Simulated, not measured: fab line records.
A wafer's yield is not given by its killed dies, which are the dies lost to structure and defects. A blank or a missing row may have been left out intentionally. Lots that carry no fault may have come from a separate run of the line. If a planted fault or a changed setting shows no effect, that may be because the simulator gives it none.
fab line records	flow n5-finfet
record: lots: 9	wafers: 26	last-day: 18
route steps=1938 shown FIN_SAQP@136 BEOL_M4@1111
lots with no fault: from the same line, run without faults
start-h: start of the lot's first displayed wafer, in hours after the record's first day	wait-h: hours from the lot's prior step to this one	" as in the row above	L1.1+2: one row covering several wafers at once	- either no value or no given start	* or withheld: withheld	< > ~ a bound
route shown NAME@n: names a module that has steps shown in the file, with the first one's number in the route	usual: the fault-free wafers' mean and standard deviation	same: alike in all rows	chamber/n: place in a boat	sites: per-site readings	_std_site: standard deviation of those values	_edge_site: inner sites' mean taken away from outer sites' mean	radius-mm: for every site, how far away it sits from the centre of the wafer	mask NAME#n: copy n	behind: the tool/chamber that last shaped the wafer	hold: cause of the lot's hold/its duration in hours/its outcome	device: which transistor (n, p or np) failed to switch	end of line: the tests these same wafers got at the end of their route	step lacking rows: just its recipe	killed: dies lost to structure and defects at the first sort, not the wafer's yield	map: a wafer's dies, x killed, . not, _ none there
set.NAME: the setting as run; set.NAME@STEP: as run at that earlier step	model.NAME: the simulator's own value behind a step, which no gauge read
route steps across a sampled set of lots; one table per step, one row per wafer
services: from which hour (start-h, from the record's first day; less than 0 if before it) a tool's chamber was out of use, for how many hours, and why
== steps ==
step: N5_FIN_SAQP_STRIP_70
recipe: chemistry: N2/H2	power-w: 500	temp-c: 40	pressure-mtorr: 50	rf-frequency-hz: 6e+07	overash-fraction: 0.3	bias-power-w: 28	h2-frac: 0.5	n2-flow-sccm: 300	h2-flow-sccm: 300
usual: chamber-pressure-mTorr: 50.00/0.05	drypump-motor-current-A: 5.8/0.55	oes-product-au: 0.78/0.089	power-w: 500.1/1.6	rf-vpp-V: 122.1/1.1	showerhead-plenum-p-Torr: 3.42/0.12	throttle-valve-pct: 18.9/0.41
lot.wafer	tool	chamber	start-h	wait-h	chamber-pressure-mTorr	drypump-motor-current-A	oes-product-au	power-w	rf-hours-counter-h	rf-vpp-V	showerhead-plenum-p-Torr	throttle-valve-pct
L213.1	rie-diel-03	1	24.95	0.0	50.07	5.5	0.76	500.6	132	122.6	3.50	19.0
L213.3	"	0	"	"	50.05	5.2	0.67	499.0	237	122.0	3.44	18.8
L213.6	"	0	"	"	50.04	5.2	0.67	500.2	-	122.6	3.44	18.8
L216.1	rie-diel-06	0	43.16	0.0	50.06	5.7	0.73	499.2	174	121.7	3.48	18.9
L216.3	"	3	"	"	49.95	5.4	0.71	500.5	218	119.4	3.18	19.0
L216.6	"	3	"	"	49.95	5.4	0.71	501.6	-	121.4	3.18	18.9
L219.2	rie-diel-01	0	62.49	0.0	50.06	6.3	0.81	499.5	81	123.3	3.53	18.4
L219.4	"	2	"	"	49.94	5.2	0.93	500.6	12	122.0	3.60	18.8
L219.5	"	1	"	"	50.04	5.7	0.69	500.9	-	121.3	3.17	18.3
L221.1	rie-diel-01	3	72.26	0.0	50.04	6.6	0.72	499.8	217	122.3	3.46	19.0
L221.3	"	0	"	"	49.99	6.4	0.81	499.5	85	122.4	3.52	18.4
L221.5	"	3	"	"	50.03	6.6	0.72	501.1	-	123.1	3.46	19.0
L226.2	rie-diel-03	3	104.13	0.0	50.12	5.9	0.83	497.9	78	121.3	3.24	18.4
L226.3	"	0	"	"	49.99	5.2	0.95	498.8	8	123.4	3.43	18.5
L226.5	"	0	"	"	50.01	5.2	0.95	498.8	-	122.6	3.43	18.4
L228.1	rie-diel-01	3	114.76	0.0	50.04	6.6	0.70	502.6	234	121.9	3.45	19.0
L228.5	"	2	"	"	50.05	5.2	0.88	500.2	-	122.6	3.59	18.8
L228.6	"	3	"	"	49.94	6.6	0.71	500.0	-	123.8	3.45	19.0
L234.2	rie-diel-06	2	151.08	0.0	50.03	6.3	0.70	500.5	233	121.7	3.33	19.4
L234.4	"	1	"	"	50.02	6.6	0.73	500.8	-	121.3	3.46	18.6
L234.6	"	0	"	"	50.07	5.8	0.71	500.8	-	121.6	3.46	18.9
L235.5	rie-diel-06	1	159.61	0.0	49.99	6.6	0.73	497.7	-	120.4	3.46	18.6
L235.6	"	0	"	"	50.05	5.7	0.71	502.8	-	123.4	3.46	19.0
L236.1	rie-diel-03	2	162.29	0.0	49.99	5.0	0.84	497.8	67	122.6	3.42	19.7
L236.2	"	0	"	"	49.91	5.2	0.91	499.2	24	122.0	3.42	18.5
L236.3	"	1	"	"	50.04	5.5	0.72	500.7	176	122.7	3.48	19.1
step: N5_FIN_SAQP_MANDREL2_REMOVE_60
recipe: chemistry: HBr/Cl2/O2	bt-time-s: 10	target: a-Si	stop-on: SiNx	endpoint: OES-SiCl	over-etch-frac: 1	icp-w: 600	bias-w: 22	HBr_flow_sccm: 150	Cl2_flow_sccm: 80	O2_flow_sccm: 5	pressure-mtorr: 10
usual: chamber-pressure-mTorr: 10.001/0.011	drypump-motor-current-A: 5.9/0.43	mfc-cl2-sccm: 79.99/0.25	oes-product-au: 0.994/0.017	throttle-valve-pct: 36.68/0.24
lot.wafer	tool	chamber	start-h	wait-h	chamber-pressure-mTorr	drypump-motor-current-A	mfc-cl2-sccm	oes-product-au	rf-hours-counter-h	throttle-valve-pct
L213.1	rie-si-01	1	25.72	0.1	10.002	5.3	80.04	1.021	1	36.64
L213.3	"	2	"	"	9.996	5.8	79.65	0.982	47	36.32
L213.6	"	2	"	"	10.000	5.7	79.77	0.977	-	36.33
L216.1	rie-si-06	2	43.80	0.1	10.000	5.6	80.13	0.986	103	36.45
L216.3	"	3	"	"	10.000	5.7	79.91	1.016	129	36.84
L216.6	"	3	"	"	10.005	5.6	79.88	1.021	-	36.83
L219.2	rie-si-01	0	63.18	0.1	10.000	5.3	79.85	1.009	131	36.85
L219.4	"	3	"	"	9.997	6.7	80.01	0.986	79	36.91
L219.5	"	2	"	"	10.013	5.7	80.47	0.972	-	36.33
L221.1	rie-si-06	3	73.85	0.1	9.971	5.7	80.31	1.027	129	36.84
L221.3	"	1	"	"	10.001	6.5	79.92	1.026	55	36.65
L221.5	"	3	"	"	10.014	5.6	80.09	1.018	-	36.85
L226.2	rie-si-01	3	105.32	0.1	10.012	6.7	80.06	0.990	80	36.90
L226.3	"	2	"	"	9.995	5.8	80.04	0.983	48	36.31
L226.5	"	1	"	"	10.009	5.3	80.46	1.018	-	36.61
L228.1	rie-si-06	0	115.37	0.1	9.985	5.9	80.00	0.958	54	36.35
L228.5	"	1	"	"	10.006	6.5	79.95	1.019	-	36.65
L228.6	"	2	"	"	9.999	5.6	80.04	1.000	-	36.47
L234.2	rie-si-01	1	151.70	0.1	10.015	5.3	80.20	1.014	3	36.62
L234.4	"	0	"	"	9.991	5.3	80.13	1.001	133	36.86
L234.6	"	1	"	"	10.016	5.3	80.71	1.017	-	36.63
L235.5	rie-si-01	2	160.24	0.1	10.002	5.8	79.67	0.983	-	36.32
L235.6	"	3	"	"	10.025	6.7	80.04	0.981	-	36.90
L236.1	rie-si-01	1	162.90	0.1	10.005	5.3	80.11	0.998	3	36.62
L236.2	"	3	"	"	9.988	6.7	79.88	0.986	81	36.91
L236.3	"	0	"	"	10.028	5.3	79.56	1.005	133	36.85
step: N5_FIN_SAQP_HM_OPEN_33
recipe: chemistry: CH3F/O2	target: SiNx	mask-material: SiO2	target-depth-a: 494	time-s: 70.6	pressure-mtorr: 30	source-w: 395	bias-w: 73	Ar_flow_sccm: 150	CH3F_flow_sccm: 30	O2_flow_sccm: 20	ion-energy-ev: 120	ends: cleared
usual: chamber-pressure-mTorr: 30.001/0.027	drypump-motor-current-A: 5.8/0.53	etch-rf-on-time-s: 68.8/1.7	oes-product-au: 0.67/0.074	rf-vpp-V: 297/6.6	showerhead-plenum-p-Torr: 2.03/0.071	throttle-valve-pct: 16.33/0.16
lot.wafer	tool	chamber	start-h	wait-h	chamber-pressure-mTorr	drypump-motor-current-A	etch-rf-on-time-s	oes-product-au	rf-hours-counter-h	rf-vpp-V	showerhead-plenum-p-Torr	throttle-valve-pct
L213.1	rie-diel-06	2	25.88	0.0	29.956	6.3	69.6	0.62	188	290	1.99	16.36
L213.3	"	1	"	"	30.054	6.6	65.7	0.67	149	310	2.09	16.33
L213.6	"	3	"	"	29.990	5.4	71.0	0.61	-	292	1.89	16.49
L216.1	rie-diel-03	3	44.09	0.2	30.003	5.9	66.9	0.75	53	295	1.96	16.36
L216.3	"	2	"	"	29.970	5.0	67.0	0.77	24	292	2.06	16.50
L216.6	"	0	"	"	29.991	5.2	72.7	0.57	-	300	2.03	16.37
L219.2	rie-diel-01	2	63.34	0.1	29.948	5.2	66.8	0.81	12	300	2.13	16.02
L219.4	"	3	"	"	29.983	6.5	69.4	0.62	213	303	2.05	16.41
L219.5	"	2	"	"	30.029	5.2	66.6	0.81	-	300	2.13	16.02
L221.1	rie-diel-01	2	74.01	0.0	29.968	5.2	65.8	0.80	17	300	2.13	16.05
L221.3	"	0	"	"	29.999	6.3	71.2	0.67	86	299	2.10	16.14
L221.5	"	2	"	"	29.982	5.2	68.2	0.80	-	300	2.13	16.03
L226.2	rie-diel-01	3	105.48	0.0	29.999	6.6	51.4	0.71	229	303	2.05	16.44
L226.3	"	1	"	"	30.008	5.8	70.6	0.57	224	287	1.91	16.32
L226.5	"	3	"	"	30.040	6.6	70.4	0.61	-	301	2.05	16.43
L228.1	rie-diel-01	2	115.53	0.0	29.983	5.2	68.5	0.77	32	299	2.12	16.07
L228.5	"	1	"	"	29.980	5.7	70.9	0.58	-	286	1.91	16.34
L228.6	"	3	"	"	29.967	6.6	53.2	0.71	-	302	2.05	16.45
L234.2	rie-diel-03	1	151.85	0.0	29.965	5.5	67.4	0.62	173	298	2.06	16.32
L234.4	"	2	"	"	30.001	5.0	67.8	0.71	63	292	2.05	16.59
L234.6	"	3	"	"	29.965	5.9	68.2	0.70	-	294	1.95	16.42
L235.5	rie-diel-06	0	160.62	0.3	29.984	5.7	70.5	0.60	-	307	2.07	16.43
L235.6	"	1	"	"	30.013	6.6	70.4	0.62	-	307	2.07	16.41
L236.1	rie-diel-03	1	163.06	0.0	30.001	5.5	67.1	0.61	176	297	2.06	16.32
L236.2	"	3	"	"	29.996	5.9	68.6	0.70	96	293	1.95	16.41
L236.3	"	0	"	"	29.971	5.2	69.9	0.77	24	301	2.02	15.95
step: N5_FIN_SAQP_HM_CD_35
recipe: target-cd-nm: 8	polarity: line
usual: cd-nm: 8.12/0.24
lot.wafer	tool	chamber	start-h	wait-h	cd-nm
L213.1	cd-sem-03	-	26.10	0.1	8.57
L213.3	"	-	"	"	8.33
L213.6	"	-	"	"	8.08
L216.1	cd-sem-01	-	44.30	0.1	7.74
L216.3	"	-	"	"	7.88
L216.6	"	-	"	"	8.12
L219.2	cd-sem-01	-	63.56	0.1	8.29
L219.4	"	-	"	"	8.36
L219.5	"	-	"	"	8.22
L221.1	cd-sem-03	-	74.23	0.1	8.49
L221.3	"	-	"	"	7.48
L221.5	"	-	"	"	8.18
L226.2	cd-sem-02	-	105.70	0.1	8.26
L226.3	"	-	"	"	8.43
L226.5	"	-	"	"	7.81
L228.1	cd-sem-02	-	115.75	0.1	8.05
L228.5	"	-	"	"	8.05
L228.6	"	-	"	"	7.80
L234.2	cd-sem-03	-	152.07	0.1	8.00
L234.4	"	-	"	"	7.84
L234.6	"	-	"	"	7.95
L235.5	cd-sem-02	-	160.81	0.0	8.26
L235.6	"	-	"	"	8.18
L236.1	cd-sem-03	-	163.28	0.1	8.05
L236.2	"	-	"	"	8.39
L236.3	"	-	"	"	8.30
step: N5_BEOL_M4_RC_MEAS_101
usual: DIBL_N: 35.7/1.5	DIBL_P: 35.7/2	IOFF_N: 0.155/0.026	IOFF_P: 0.20/0.031	ION_N: 675/11	ION_P: 462/7.1	SS_N: 71.3/0.57	SS_P: 73.1/0.56	VT_N: 250/3	VT_P: -251/3
lot.wafer	tool	chamber	start-h	wait-h	DIBL_N[mV/V]	DIBL_P[mV/V]	IOFF_N[nA/um]	IOFF_P[nA/um]	ION_N[uA/um]	ION_P[uA/um]	SS_N[mV/dec]	SS_P[mV/dec]	VT_N[mV]	VT_P[mV]
L213.1	prober-02	0	175.87	0.0	36.7	36.3	0.153	0.21	667	459	71.6	72.7	251	-252
L213.3	"	0	"	"	37.2	36.8	0.171	0.23	673	459	71.7	73.6	250	-249
L213.6	"	0	"	"	35.3	34.4	0.142	0.18	666	461	71.2	72.6	252	-251
L216.1	prober-01	0	195.18	0.0	33.4	31.3	0.106	0.17	662	458	70.5	72.4	255	-253
L216.3	"	0	"	"	34.5	33.0	0.128	0.19	681	469	71.2	73.6	252	-251
L216.6	"	0	"	"	38.2	37.4	0.184	0.25	683	470	72.4	74.7	248	-248
L219.2	prober-01	0	216.71	0.2	36.2	37.5	0.178	0.24	685	470	71.6	72.9	246	-247
L219.4	"	0	"	"	37.4	38.2	0.200	0.24	684	469	71.5	73.6	245	-246
L219.5	"	0	"	"	35.3	36.8	0.169	0.22	686	475	70.8	72.9	247	-250
L221.1	prober-01	0	225.57	0.7	36.5	35.5	0.148	0.22	666	462	71.8	73.4	252	-249
L221.3	"	0	"	"	35.9	34.9	0.127	0.20	666	464	71.2	73.2	252	-250
L221.5	"	0	"	"	37.2	35.3	0.156	0.22	662	453	71.4	73.3	254	-246
L226.2	prober-02	0	255.97	0.2	40.4	41.2	0.250	0.28	700	466	72.0	74.0	243	-248
L226.3	"	0	"	"	35.7	35.2	0.151	0.19	672	460	70.9	72.9	250	-254
L226.5	"	0	"	"	37.5	37.8	0.180	0.21	685	466	71.6	73.3	250	-252
L228.1	prober-02	0	260.39	0.0	37.2	36.8	0.162	0.21	670	459	71.5	73.0	253	-248
L228.5	"	0	"	"	37.9	38.4	0.173	0.23	679	462	71.5	73.5	250	-249
L228.6	"	0	"	"	36.4	36.6	0.152	0.21	672	456	72.0	72.5	251	-250
L234.2	prober-02	0	312.09	0.2	31.0	29.9	0.093	0.14	657	459	69.6	71.6	255	-254
L234.4	"	0	"	"	36.2	35.2	0.162	0.20	678	460	71.8	73.4	248	-250
L234.6	"	0	"	"	37.6	38.5	0.201	0.26	679	464	71.5	73.3	249	-248
L235.5	prober-01	0	312.16	0.6	36.4	38.0	0.163	0.20	666	459	71.1	73.1	246	-252
L235.6	"	0	"	"	37.0	39.4	0.172	0.22	676	464	71.1	73.1	249	-251
L236.1	prober-02	0	320.07	0.0	36.7	38.3	0.173	0.21	680	466	72.6	73.2	247	-251
L236.2	"	0	"	"	37.4	38.4	0.189	0.22	674	461	71.5	73.3	246	-251
L236.3	"	0	"	"	35.5	37.9	0.159	0.21	683	462	72.3	72.8	249	-250
== services ==
tool	chamber	start-h	hours	kind
rie-diel-03	2	4.55	8.3	repair
rie-diel-01	2	5.60	-	clean
rie-diel-01	2	5.60	-	consumable-replace:focus-ring
rie-diel-01	2	5.60	-	consumable-replace:showerhead
rie-diel-01	2	5.60	21.3	scheduled-down
rie-diel-01	2	5.60	21.3	vent-cycle
rie-diel-03	1	26.25	10.1	repair
rie-si-01	-	45.46	0.5	repair
rie-si-06	0	46.11	1.2	repair
rie-si-01	0	49.64	3.3	repair
rie-diel-03	0	59.05	-	clean
rie-diel-03	0	59.05	-	consumable-replace:focus-ring
rie-diel-03	0	59.05	20.3	scheduled-down
rie-diel-03	0	59.05	20.3	vent-cycle
rie-diel-01	1	66.24	16.2	repair
rie-diel-06	0	95.43	9.2	repair
rie-si-01	-	95.57	4.3	pm
rie-diel-01	0	107.19	29.5	repair
rie-diel-06	3	136.50	-	clean
rie-diel-06	3	136.50	-	consumable-replace:focus-ring
rie-diel-06	3	136.50	-	consumable-replace:showerhead
rie-diel-06	3	136.50	34.7	scheduled-down
rie-diel-06	3	136.50	34.7	vent-cycle
== key ==
first-sign: step: N5_FIN_SAQP_HM_OPEN_33	reading: etch-rf-on-time-s	direction: down	sigmas: 9.5	usual: *	struck: *
effect none on later readings
met-at N5_FIN_SAQP_HM_OPEN_33
struck-lots L226,L228
struck-wafers L226.2,L228.6
not-acting-at N5_FIN_SAQP_STRIP_70,N5_FIN_SAQP_MANDREL2_REMOVE_60,N5_FIN_SAQP_HM_CD_35
onset-between 74.01 105.48
fault: kind: process-parameter-drift	tool: rie-diel-01	chamber: -	onset-h: 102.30	steps: N5_FIN_SAQP_HM_OPEN_33	channel: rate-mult	offset: 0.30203	shape: step	end-h: 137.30	scope: struck-wafers-only
